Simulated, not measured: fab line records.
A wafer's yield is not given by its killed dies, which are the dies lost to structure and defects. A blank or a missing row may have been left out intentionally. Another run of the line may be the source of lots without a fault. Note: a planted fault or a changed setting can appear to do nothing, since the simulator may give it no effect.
Split-lot trial | flow n5-finfet | on a route of 1938 steps: 7 lots, 21 wafers read

== THE SPLIT ==
At N5_BEOL_M0_ETCH_138 (etches SiCN in CH3F/O2, target depth 12 nm, time 31.6 s), the setting source-w was moved away from the recipe's 395 W on 8 of the 21 wafers read, by -10.1% to +12.6%. This setting was run at the recipe's value on the other wafers.

Reading taken at the split's own step.

== THE READING ==
rf-vpp-V, in V, at N5_BEOL_M0_ETCH_138 (etches SiCN in CH3F/O2, target depth 12 nm, time 31.6 s). Fault-free wafers of this fab line usually give 297.6 V, standard deviation 1.8 V.

wafer  | tool, chamber at the split | source-w as run, W | against the recipe | rf-vpp-V, V | against lot-mates on the recipe
L075.4 | rie-diel-04, 1             | 395                | recipe             | 301.1       | -
L075.5 | rie-diel-04, 3             | 395                | recipe             | 299.0       | -
L075.6 | rie-diel-04, 2             | 395                | recipe             | 293.2       | -
L076.2 | rie-diel-05, 2             | 395                | recipe             | 295.9       | -
L076.3 | rie-diel-05, 3             | 355                | -10.1%             | 310.8       | +14.9
L076.5 | rie-diel-05, 2             | 355                | -10.1%             | 306.4       | +10.5
L077.2 | rie-diel-04, 3             | 395                | recipe             | 297.5       | -
L077.3 | rie-diel-04, 1             | 395                | recipe             | 300.2       | -
L077.6 | rie-diel-04, 2             | 395                | recipe             | 294.6       | -
L080.2 | rie-diel-03, 0             | 395                | recipe             | 295.8       | -
L080.3 | rie-diel-03, 2             | 442.4              | +12.0%             | 284.4       | -12.2
L080.5 | rie-diel-03, 3             | 395                | recipe             | 297.3       | -
L087.1 | rie-diel-04, 3             | 395                | recipe             | 298.9       | -
L087.3 | rie-diel-04, 1             | 414.3              | +4.9%              | 294.8       | -3.8
L087.4 | rie-diel-04, 3             | 395                | recipe             | 298.3       | -
L092.4 | rie-diel-03, 2             | 444.6              | +12.6%             | 284.6       | -12.3
L092.5 | rie-diel-03, 1             | 444.6              | +12.6%             | 285.1       | -11.8
L092.6 | rie-diel-03, 0             | 395                | recipe             | 296.9       | -
L097.1 | rie-diel-05, 1             | 431.5              | +9.2%              | 288.4       | -10.4
L097.4 | rie-diel-05, 3             | 395                | recipe             | 298.8       | -
L097.6 | rie-diel-05, 1             | 431.5              | +9.2%              | 287.6       | -11.2

THE FIT
A straight line over all 21 wafers: rf-vpp-V changes by -1.04 V for each +1% of source-w; r = -0.96; the points scatter about the line by 2 V.
The same after taking each lot's own level away (the mean of its wafers on the recipe; 21 wafers): -1.09 V for each +1%; r = -0.96; scatter 2 V.
The reading moves by 14 V for the largest change in source-w, on that fit.
Across the lots, their own levels run from 295.90 to 298.80 V, a range of 1.6 times the standard deviation given above.
The two slopes agree, so the slope changes little with the lot-to-lot level.
Check: for one of the wafers moved furthest among these (+12.6%), held out of the fit, the line's prediction against its lot-mates is -13.6 V. Against them it came out at -12.3 V.
Tool readings at the split's step, against how far the setting was moved: rf-vpp-V r = -0.96.

== OTHER SPLITS ON THESE WAFERS ==
Other splits were also applied to these wafers ahead of the reading. Each is held against what the fit with the lots' levels taken away leaves over:
other split on the same wafers   | wafers away from the commonest value | r with rf-vpp-V (lot level and that fit taken away)
N5_SD_EPI_P_EPI_21 temp-c        | 7                                    | +0.15
N5_HKMG_FIN_HK_ALD_01 ald-cycles | 7                                    | -0.02
N5_GATE_CUT_ETCH_58 time-s       | 9                                    | +0.05
N5_GATE_CUT_COAT_27 spin-rpm     | 9                                    | -0.09
N5_GATE_CUT_ETCH_37 bias-w       | 5                                    | +0.39
N5_BEOL_M0_SAQP_PECVD_03 time-s  | 7                                    | -0.11
N5_BEOL_M0_SAQP_PECVD_96 time-s  | 9                                    | -0.01

== FILE'S OWN FIT ==
rf-vpp-V changes by -1.06 V for each +1% of source-w, r = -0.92.
